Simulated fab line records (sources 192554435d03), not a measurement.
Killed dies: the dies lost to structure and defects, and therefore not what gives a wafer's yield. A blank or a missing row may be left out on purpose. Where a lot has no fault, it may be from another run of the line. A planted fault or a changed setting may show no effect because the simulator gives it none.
Which of the tools did it? -- flow n5-finfet -- 11 lots, 32 wafers sampled, at 4 steps of a route of 1938

WHAT THE GAUGES READ, wafer by wafer
N5_BEOL_M4_RC_MEAS_101.
lot,measured,on,DIBL_N (mV/V)
L441,day 7 19:40,prober-02,35.0 35.8 35.0
L443,day 7 21:46,prober-02,34.2 33.8 34.3
L442,day 8 15:25,prober-01,34.9 32.9 34.9
L444,day 8 15:26,prober-02,36.6 32.9 34.7
L447,day 10 00:50,prober-01,38.6 36.7
L450,day 10 02:31,prober-01,37.6 34.9 38.6
L453,day 11 11:02,prober-02,39.1 34.3 34.8
L456,day 12 13:22,prober-02,37.4 39.5 34.0
L458,day 12 09:31,prober-01,37.6 36.7 35.9
L462,day 12 23:56,prober-01,37.1 36.5 33.7
L463,day 13 21:09,prober-02,35.9 35.5 35.3

WHAT TOOL EACH LOT RAN ON (gives the tool, then ch and the chambers of the sampled wafers, and finally the start)
lot,N5_BEOL_M1_SPUTTER_88,N5_BEOL_M1_ANNEAL_89,N5_BEOL_M1_CMP_52
L441,"pvd-sputter-02, day 6 12:55","pvd-sputter-02, day 6 12:59","cmp-01 ch 0,1,3, day 6 14:17"
L443,"pvd-sputter-03, day 6 15:44","pvd-sputter-03, day 6 15:49","cmp-03 ch 0,2,3, day 6 17:31"
L442,"pvd-sputter-02, day 6 20:20","pvd-sputter-02, day 6 20:25","cmp-01 ch 2,3, day 6 21:58"
L444,"pvd-sputter-01, day 7 04:56","pvd-sputter-01, day 7 05:01","cmp-01 ch 0,1, day 7 06:20"
L447,"pvd-sputter-01, day 8 09:23","pvd-sputter-01, day 8 09:28","cmp-01 ch 0,3, day 8 11:38"
L450,"pvd-sputter-03, day 8 16:44","pvd-sputter-03, day 8 16:49","cmp-01 ch 0,1,3, day 8 20:59"
L453,"pvd-sputter-02, day 9 14:32","pvd-sputter-02, day 9 14:37","cmp-03 ch 0,1,3, day 9 19:11"
L456,"pvd-sputter-01, day 10 11:17","pvd-sputter-01, day 10 11:22","cmp-04 ch 1,2,3, day 10 12:44"
L458,"pvd-sputter-02, day 10 22:20","pvd-sputter-02, day 10 22:25","cmp-04 ch 0,2, day 10 23:43"
L462,"pvd-sputter-03, day 11 13:26","pvd-sputter-03, day 11 13:31","cmp-01 ch 1,2,3, day 11 14:51"
L463,"pvd-sputter-03, day 12 02:48","pvd-sputter-03, day 12 02:53","cmp-04 ch 2,3, day 12 04:13"
- N5_BEOL_M1_SPUTTER_88: material Cu, target thk 4.5 nm, time 8.29 s.
- N5_BEOL_M1_ANNEAL_89: time 240 s.
- N5_BEOL_M1_CMP_52: polishes, stops on SiOC, t overpolish 6.8 s, target thk 40 nm.

THE ANSWER, worked out from the rows above alone
Rule: the usual values come from the lots themselves. Put in order of their means at a reading, lots are off if they are a third of the lots or fewer, leave a main group of 4 or more, and stand apart from it by a gap of 3 or more times the standard deviation of the main group's means; of several such gaps the widest counts. A main group is skipped when, at the precision printed for the reading in the tables above, its means are all equal. Also off: a lot with no number at a reading for which 4 or more lots have one. The other lots that the step has rows for count as sound.
None of the lots is off at any reading shown; this tells nothing.

WHAT THE SIMULATOR HAD PUT IN
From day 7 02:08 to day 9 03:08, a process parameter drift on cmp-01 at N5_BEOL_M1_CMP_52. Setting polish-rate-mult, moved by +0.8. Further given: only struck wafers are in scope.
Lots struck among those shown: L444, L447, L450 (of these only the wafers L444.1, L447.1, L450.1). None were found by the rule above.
